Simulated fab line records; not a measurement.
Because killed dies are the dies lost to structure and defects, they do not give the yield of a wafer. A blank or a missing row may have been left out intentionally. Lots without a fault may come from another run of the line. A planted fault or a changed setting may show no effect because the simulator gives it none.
fab line records || flow nand_harc || part 2 of 2: steps 23 to 23 of 23
record {"lots": 7, "wafers": 21, "last_day": 33}
route steps=1302 shown A_SGD_CUT@918 A_SLIT@922 END@1302
lots that met no fault: taken from a fault-free run of the same line
start_h: hours from the record's first day to the start of the lot's first wafer shown || wait_h: hours elapsed since this lot's preceding step || " same as the row above || L1.1+2: a row that stands for several wafers || - no value, or no start given || * or withheld: withheld || < > ~ a bound
route shown NAME@n: NAME is a module with steps in the file, n the number in the route of the first one || usual: mean/standard deviation taken from wafers without a fault || same: alike in all rows || chamber/n: place in a boat || sites: per-site readings || _std_site: standard deviation across them || _edge_site: outer sites' mean less inner sites' || radius_mm: how far each site lies from the wafer's centre || mask NAME#n: copy n || behind: tool/chamber where the wafer was last shaped || hold: why the lot went on hold/how many hours it stayed there/how the hold came to an end || device: whichever transistor did not switch (one of n, p or np) || end of line: at the end of the route, the tests of the same wafers || for a step that has no rows: nothing shown but its recipe || killed: dies lost to structure and defects at the first sort, not the wafer's yield || map: per-die view of a wafer (x killed, . not killed, _ where there is no die)
set.NAME: the setting that was run; set.NAME@STEP: the one run at that earlier step || model.NAME: the simulator's own value behind a step, which no gauge read
lots seen at some steps along the route; tables by step, rows by wafer
services: a tool's chamber out of use, with start hour (start_h, from the record's first day; less than 0 if before it), hours out, and reason
## steps
# step NHARC_END_SORT_01
# recipe {"temp_c": 25}
# usual {"killed_at_array": "52/20", "killed_at_other": "1.0/1.3", "killed_at_periphery": "3.7/2.2", "killed_dies": "57/20", "killed_open": "3.2/1.6", "killed_short": "2.4/1.6"}
# same {"gross_dies": 677}
{"lot.wafer": "L407.1", "tool": "prober-01", "chamber": 0, "start_h": 577.18, "wait_h": 2.5, "killed_at_array": 72, "killed_at_other": 2, "killed_at_periphery": 2, "killed_dies": 76, "killed_open": 5, "killed_short": 2}
{"lot.wafer": "L407.2", "tool": "prober-01", "chamber": 0, "start_h": 578.00, "wait_h": 2.8, "killed_at_array": 56, "killed_at_other": 5, "killed_at_periphery": 4, "killed_dies": 65, "killed_open": 2, "killed_short": 4}
{"lot.wafer": "L407.4", "tool": "prober-01", "chamber": 0, "start_h": 579.62, "wait_h": 3.4, "killed_at_array": 61, "killed_at_other": 2, "killed_at_periphery": 0, "killed_dies": 63, "killed_open": 3, "killed_short": 3}
{"lot.wafer": "L414.1", "tool": "prober-01", "chamber": 0, "start_h": 640.41, "wait_h": 2.5, "killed_at_array": 53, "killed_at_other": 0, "killed_at_periphery": 6, "killed_dies": 59, "killed_open": 2, "killed_short": 1}
{"lot.wafer": "L414.3", "tool": "prober-01", "chamber": 0, "start_h": 642.01, "wait_h": 3.1, "killed_at_array": 51, "killed_at_other": 4, "killed_at_periphery": 3, "killed_dies": 58, "killed_open": 2, "killed_short": 1}
{"lot.wafer": "L414.4", "tool": "prober-01", "chamber": 0, "start_h": 642.80, "wait_h": 3.4, "killed_at_array": 52, "killed_at_other": 2, "killed_at_periphery": 4, "killed_dies": 58, "killed_open": 4, "killed_short": 3}
{"lot.wafer": "L416.1", "tool": "prober-01", "chamber": 0, "start_h": 656.18, "wait_h": 2.5, "killed_at_array": 76, "killed_at_other": 0, "killed_at_periphery": 6, "killed_dies": 82, "killed_open": 5, "killed_short": 0}
{"lot.wafer": "L416.2", "tool": "prober-01", "chamber": 0, "start_h": 656.99, "wait_h": 2.8, "killed_at_array": 78, "killed_at_other": 0, "killed_at_periphery": 8, "killed_dies": 86, "killed_open": 4, "killed_short": 1}
{"lot.wafer": "L416.6", "tool": "prober-01", "chamber": 0, "start_h": 660.22, "wait_h": 4.0, "killed_at_array": 87, "killed_at_other": 0, "killed_at_periphery": 7, "killed_dies": 94, "killed_open": 1, "killed_short": 1}
{"lot.wafer": "L417.2", "tool": "prober-02", "chamber": 0, "start_h": 657.03, "wait_h": 2.8, "killed_at_array": 42, "killed_at_other": 3, "killed_at_periphery": 3, "killed_dies": 48, "killed_open": 3, "killed_short": 0}
{"lot.wafer": "L417.3", "tool": "prober-02", "chamber": 0, "start_h": 657.83, "wait_h": 3.1, "killed_at_array": 40, "killed_at_other": 1, "killed_at_periphery": 5, "killed_dies": 46, "killed_open": 5, "killed_short": 2}
{"lot.wafer": "L417.6", "tool": "prober-02", "chamber": 0, "start_h": 660.25, "wait_h": 4.0, "killed_at_array": 42, "killed_at_other": 1, "killed_at_periphery": 6, "killed_dies": 49, "killed_open": 3, "killed_short": 5}
{"lot.wafer": "L415.1", "tool": "prober-01", "chamber": 0, "start_h": 664.91, "wait_h": 2.5, "killed_at_array": 85, "killed_at_other": 4, "killed_at_periphery": 4, "killed_dies": 93, "killed_open": 6, "killed_short": 3}
{"lot.wafer": "L415.3", "tool": "prober-01", "chamber": 0, "start_h": 666.49, "wait_h": 3.1, "killed_at_array": 71, "killed_at_other": 1, "killed_at_periphery": 1, "killed_dies": 73, "killed_open": 7, "killed_short": 4}
{"lot.wafer": "L415.5", "tool": "prober-01", "chamber": 0, "start_h": 668.06, "wait_h": 3.6, "killed_at_array": 77, "killed_at_other": 1, "killed_at_periphery": 1, "killed_dies": 79, "killed_open": 2, "killed_short": 2}
{"lot.wafer": "L418.1", "tool": "prober-02", "chamber": 0, "start_h": 681.31, "wait_h": 2.5, "killed_at_array": 23, "killed_at_other": 0, "killed_at_periphery": 5, "killed_dies": 28, "killed_open": 1, "killed_short": 2}
{"lot.wafer": "L418.5", "tool": "prober-02", "chamber": 0, "start_h": 684.49, "wait_h": 3.7, "killed_at_array": 20, "killed_at_other": 0, "killed_at_periphery": 5, "killed_dies": 25, "killed_open": 6, "killed_short": 3}
{"lot.wafer": "L418.6", "tool": "prober-02", "chamber": 0, "start_h": 685.28, "wait_h": 4.0, "killed_at_array": 26, "killed_at_other": 0, "killed_at_periphery": 2, "killed_dies": 28, "killed_open": 3, "killed_short": 1}
{"lot.wafer": "L428.1", "tool": "prober-01", "chamber": 0, "start_h": 799.20, "wait_h": 2.5, "killed_at_array": 51, "killed_at_other": 0, "killed_at_periphery": 5, "killed_dies": 56, "killed_open": 2, "killed_short": 4}
{"lot.wafer": "L428.4", "tool": "prober-01", "chamber": 0, "start_h": 801.61, "wait_h": 3.4, "killed_at_array": 67, "killed_at_other": 2, "killed_at_periphery": 3, "killed_dies": 72, "killed_open": 1, "killed_short": 5}
{"lot.wafer": "L428.5", "tool": "prober-01", "chamber": 0, "start_h": 802.42, "wait_h": 3.7, "killed_at_array": 58, "killed_at_other": 2, "killed_at_periphery": 7, "killed_dies": 67, "killed_open": 4, "killed_short": 3}
# killed by level:class
L407.1 A_CHANNEL_HOLE_D2:chamber_film_flake=30 A_SLIT:chamber_film_flake=26 A_CHANNEL_HOLE_D1:chamber_film_flake=3 A_CHANNEL_FILL_D2:chamber_film_flake=3 A_CONTACT:chamber_film_flake=3 THIN_TSV:chamber_film_flake=2 P_STI:geometric_particle:open=1 A_ONON_D1:geometric_particle:open=1
L407.2 A_CHANNEL_HOLE_D2:chamber_film_flake=25 A_SLIT:chamber_film_flake=23 THIN_TSV:chamber_film_flake=5 P_ZERO_WELL:chamber_film_flake=2 P_STI:geometric_particle:open=1 A_CHANNEL_FILL_D2:geometric_particle:short=1 A_SGD_CUT:geometric_particle:short=1 A_WL_FILL:geometric_particle:open=1
L407.4 A_CHANNEL_HOLE_D2:chamber_film_flake=29 A_SLIT:chamber_film_flake=22 A_WL_FILL:geometric_particle:open=3 A_CONTACT:chamber_film_flake=2 THIN_TSV:chamber_film_flake=2 A_CHANNEL_FILL_D1:geometric_particle:short=1 A_SGD_CUT:geometric_particle:short=1 A_WL_FILL:geometric_particle:short=1
L414.1 A_CHANNEL_HOLE_D1:chamber_film_flake=30 A_CHANNEL_HOLE_D2:chamber_film_flake=13 A_STAIRCASE:chamber_film_flake=3 P_GATE:chamber_film_flake=2 P_M1:chamber_film_flake=2 A_CONTACT:chamber_film_flake=2 P_CONTACT:geometric_particle:open=1 A_SGD_CUT:geometric_particle:short=1
L414.3 A_CHANNEL_HOLE_D1:chamber_film_flake=24 A_CHANNEL_HOLE_D2:chamber_film_flake=14 A_CONTACT:chamber_film_flake=5 THIN_TSV:chamber_film_flake=4 A_STAIRCASE:chamber_film_flake=2 A_SLIT:chamber_film_flake=2 A_ONON_D1:geometric_particle:open=1 A_M0:geometric_particle:short=1
L414.4 A_CHANNEL_HOLE_D1:chamber_film_flake=26 A_CHANNEL_HOLE_D2:chamber_film_flake=12 A_STAIRCASE:chamber_film_flake=4 A_BLC:chamber_film_flake=2 THIN_TSV:chamber_film_flake=2 P_STI:geometric_particle:open=1 P_CONTACT:geometric_particle:open=1 A_ONON_D1:geometric_particle:open=1
L416.1 A_SLIT:chamber_film_flake=30 A_CHANNEL_HOLE_D1:chamber_film_flake=25 A_CHANNEL_HOLE_D2:chamber_film_flake=12 P_CONTACT:chamber_film_flake=4 A_STAIRCASE:chamber_film_flake=2 A_ONON_D1:geometric_particle:open=2 P_M2:chamber_film_flake=2 A_ONON_D2:geometric_particle:open=1
L416.2 A_CHANNEL_HOLE_D1:chamber_film_flake=28 A_SLIT:chamber_film_flake=27 A_CHANNEL_HOLE_D2:chamber_film_flake=9 P_CONTACT:chamber_film_flake=7 A_STAIRCASE:chamber_film_flake=5 A_CONTACT:geometric_particle:open=2 A_ZERO_WELL:chamber_film_flake=2 A_BONDPAD:chamber_film_flake=2
L417.2 A_CONTACT:chamber_film_flake=9 A_CHANNEL_HOLE_D1:chamber_film_flake=8 A_BONDPAD:chamber_film_flake=8 A_STAIRCASE:chamber_film_flake=6 A_BLC:chamber_film_flake=3 THIN_TSV:chamber_film_flake=3 P_M2:chamber_film_flake=2 A_DECK1_JOINT:chamber_film_flake=2
L417.3 A_STAIRCASE:chamber_film_flake=10 A_BONDPAD:chamber_film_flake=7 A_CHANNEL_HOLE_D1:chamber_film_flake=5 A_CONTACT:chamber_film_flake=4 A_M0:geometric_particle:open=3 P_M2:chamber_film_flake=3 A_BLC:chamber_film_flake=3 A_WL_FILL:geometric_particle:short=2
L416.6 A_SLIT:chamber_film_flake=30 A_CHANNEL_HOLE_D1:chamber_film_flake=27 A_CHANNEL_HOLE_D2:chamber_film_flake=20 P_CONTACT:chamber_film_flake=3 P_M2:chamber_film_flake=3 A_STAIRCASE:chamber_film_flake=3 A_BONDPAD:chamber_film_flake=2 A_STAIRCASE:geometric_particle:short=1
L417.6 A_CONTACT:chamber_film_flake=11 A_STAIRCASE:chamber_film_flake=9 A_BLC:chamber_film_flake=4 A_BONDPAD:chamber_film_flake=4 P_M2:chamber_film_flake=3 A_M0:geometric_particle:short=2 P_GATE:chamber_film_flake=2 A_DECK1_JOINT:chamber_film_flake=2
L415.1 A_SLIT:chamber_film_flake=34 A_CHANNEL_HOLE_D1:chamber_film_flake=25 A_CHANNEL_HOLE_D2:chamber_film_flake=12 THIN_TSV:chamber_film_flake=4 A_WL_FILL:chamber_film_flake=2 P_M0:geometric_particle:open=1 P_M0:geometric_particle:short=1 A_DECK1_JOINT:geometric_particle:short=1
L415.3 A_SLIT:chamber_film_flake=27 A_CHANNEL_HOLE_D1:chamber_film_flake=23 A_CHANNEL_HOLE_D2:chamber_film_flake=6 A_SOURCE_PLATE:geometric_particle:short=2 A_CONTACT:geometric_particle:open=2 A_ONON_D1:geometric_particle:open=1 A_ONON_D2:geometric_particle:open=1 A_ONON_D2:geometric_particle:short=1
L415.5 A_SLIT:chamber_film_flake=33 A_CHANNEL_HOLE_D1:chamber_film_flake=24 A_CHANNEL_HOLE_D2:chamber_film_flake=10 A_WL_FILL:chamber_film_flake=3 A_STAIRCASE:chamber_film_flake=2 A_CHANNEL_FILL_D1:geometric_particle:short=1 A_CHANNEL_FILL_D2:geometric_particle:short=1 A_BLC:geometric_particle:open=1
L418.1 A_CHANNEL_HOLE_D1:chamber_film_flake=8 A_STAIRCASE:chamber_film_flake=5 A_CONTACT:chamber_film_flake=3 P_GATE:chamber_film_flake=2 A_SLIT:chamber_film_flake=2 P_GATE:geometric_particle:short=1 A_DECK1_JOINT:geometric_particle:open=1 A_CHANNEL_FILL_D2:geometric_particle:short=1
L418.5 A_STAIRCASE:chamber_film_flake=6 A_CHANNEL_HOLE_D1:chamber_film_flake=3 A_CONTACT:chamber_film_flake=3 P_M0:geometric_particle:open=2 A_SLIT:chamber_film_flake=2 P_CONTACT:geometric_particle:short=1 P_M1:geometric_particle:open=1 A_CHANNEL_HOLE_D1:geometric_particle:open=1
L418.6 A_CHANNEL_HOLE_D1:chamber_film_flake=9 A_STAIRCASE:chamber_film_flake=4 A_SLIT:chamber_film_flake=4 A_CONTACT:chamber_film_flake=4 A_ONON_D1:geometric_particle:open=1 A_BLC:geometric_particle:short=1 A_M0:geometric_particle:open=1 A_M1:geometric_particle:open=1
L428.1 A_CHANNEL_HOLE_D2:chamber_film_flake=28 A_CONTACT:chamber_film_flake=9 A_SLIT:chamber_film_flake=6 P_GATE:chamber_film_flake=4 P_STI:geometric_particle:open=1 A_ONON_D2:geometric_particle:short=1 A_CHANNEL_FILL_D2:geometric_particle:short=1 A_SGD_CUT:geometric_particle:short=1
L428.4 A_CHANNEL_HOLE_D2:chamber_film_flake=37 A_SLIT:chamber_film_flake=12 A_CONTACT:chamber_film_flake=8 A_M1:chamber_film_flake=5 STARTING-WAFER:geometric_particle:short=2 A_STAIRCASE:chamber_film_flake=2 P_CONTACT:geometric_particle:open=1 A_ONON_D1:geometric_particle:short=1
L428.5 A_CHANNEL_HOLE_D2:chamber_film_flake=31 A_CONTACT:chamber_film_flake=11 A_SLIT:chamber_film_flake=7 P_GATE:chamber_film_flake=3 P_ZERO_WELL:chamber_film_flake=2 A_M1:chamber_film_flake=2 P_CONTACT:geometric_particle:open=1 P_M0:geometric_particle:open=1
## services
{"tool": "rie_diel-03", "chamber": "-", "start_h": 458.35, "hours": 9.0, "kind": "pm"}
{"tool": "arfi_scanner-02", "chamber": "-", "start_h": 467.32, "hours": 0.9, "kind": "repair"}
{"tool": "rie_diel-10", "chamber": 2, "start_h": 480.49, "hours": 2.7, "kind": "repair"}
{"tool": "arfi_scanner-02", "chamber": "-", "start_h": 484.00, "hours": 4.0, "kind": "pm"}
{"tool": "rie_diel-05", "chamber": 3, "start_h": 491.89, "hours": 8.0, "kind": "repair"}
{"tool": "rie_diel-03", "chamber": 3, "start_h": 505.65, "hours": 8.8, "kind": "repair"}
{"tool": "rie_diel-08", "chamber": "-", "start_h": 528.04, "hours": 0.5, "kind": "repair"}
{"tool": "rie_diel-08", "chamber": "-", "start_h": 544.80, "hours": 9.0, "kind": "pm"}
{"tool": "pecvd-03", "chamber": "-", "start_h": 547.28, "hours": 13.0, "kind": "pm"}
{"tool": "rie_diel-05", "chamber": 1, "start_h": 547.94, "hours": 10.0, "kind": "repair"}
{"tool": "rie_diel-03", "chamber": 3, "start_h": 556.88, "hours": 8.2, "kind": "repair"}
{"tool": "rie_diel-08", "chamber": 1, "start_h": 558.82, "hours": 10.3, "kind": "repair"}
{"tool": "arfi_scanner-02", "chamber": "-", "start_h": 580.24, "hours": 1.7, "kind": "repair"}
{"tool": "rie_diel-05", "chamber": "-", "start_h": 583.60, "hours": 9.0, "kind": "pm"}
{"tool": "rie_diel-08", "chamber": "-", "start_h": 595.21, "hours": 0.5, "kind": "repair"}
{"tool": "rie_diel-10", "chamber": "-", "start_h": 596.57, "hours": 9.0, "kind": "pm"}
{"tool": "rie_diel-08", "chamber": 2, "start_h": 619.12, "hours": 2.3, "kind": "repair"}
{"tool": "pecvd-03", "chamber": "-", "start_h": 632.15, "hours": 0.6, "kind": "repair"}
{"tool": "rie_diel-03", "chamber": "-", "start_h": 635.35, "hours": 9.0, "kind": "pm"}
{"tool": "rie_diel-10", "chamber": 3, "start_h": 638.22, "hours": 4.4, "kind": "repair"}
{"tool": "rie_diel-03", "chamber": 0, "start_h": 649.67, "hours": 2.8, "kind": "repair"}
{"tool": "rie_diel-03", "chamber": "-", "start_h": 653.99, "hours": 1.5, "kind": "repair"}
{"tool": "rie_diel-03", "chamber": 2, "start_h": 665.88, "hours": 5.1, "kind": "repair"}
{"tool": "rie_diel-03", "chamber": 3, "start_h": 681.30, "hours": 5.8, "kind": "repair"}
